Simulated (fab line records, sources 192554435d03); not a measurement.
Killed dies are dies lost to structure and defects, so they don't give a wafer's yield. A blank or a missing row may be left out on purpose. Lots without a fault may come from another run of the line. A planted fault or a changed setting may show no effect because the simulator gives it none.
Chamber matching | flow n5_finfet | N5_BEOL_M1_VIA_ETCH_34 on rie_diel-03: 4 sister chambers
The step etches the open film in C4F6/O2, target depth 67.8 nm, time 64.4 s. 8 wafers are shown with their chamber, then 11 later ones without.

WAFERS WITH THEIR CHAMBER
wafer  | chamber | showerhead_plenum_p_Torr (Torr) | throttle_valve_pct (%)
L079.5 | 3       | 2.71                            | 30.86
L079.6 | 0       | 2.63                            | 30.85
L084.5 | 1       | 2.79                            | 30.53
L084.6 | 2       | 2.94                            | 31.05
L085.3 | 3       | 2.70                            | 30.90
L085.4 | 1       | 2.79                            | 30.52
L085.5 | 0       | 2.63                            | 30.84
L089.1 | 2       | 2.94                            | 31.05

WAFERS WITHOUT THEIR CHAMBER
wafer  | showerhead_plenum_p_Torr (Torr) | throttle_valve_pct (%)
L089.3 | 2.79                            | 30.53
L089.6 | 2.70                            | 30.90
L091.1 | 2.94                            | 31.05
L091.3 | 2.63                            | 30.84
L091.4 | 2.70                            | 30.88
L090.2 | 2.94                            | 31.05
L090.3 | 2.70                            | 30.88
L090.6 | 2.94                            | 31.04
L094.2 | 2.94                            | 31.04
L094.3 | 2.79                            | 30.53
L094.6 | 2.79                            | 30.54

WHICH CHAMBER EACH WENT THROUGH
wafer  | from the rows above | in truth
L089.3 | 1                   | 1
L089.6 | 3                   | 3
L091.1 | 2                   | 2
L091.3 | 0                   | 0
L091.4 | 3                   | 3
L090.2 | 2                   | 2
L090.3 | 3                   | 3
L090.6 | 2                   | 2
L094.2 | 2                   | 2
L094.3 | 1                   | 1
L094.6 | 1                   | 1
Placed correctly: 11 of 11. Can't be placed from these rows: 0. Placed wrongly: 0.
How it was worked out, from the rows above alone: a wafer's distance from a chamber is the root of the sum, over the readings, of the square of ((its reading less the chamber's mean) divided by the reading's scatter). The wafer belongs to the nearest chamber; if the next one is less than 2 further off, it can't be placed. A chamber's mean is the mean of its shown wafers. The scatter: the root of (the sum of the squares of (reading less its chamber's mean) over the shown wafers, divided by (wafers less chambers)).
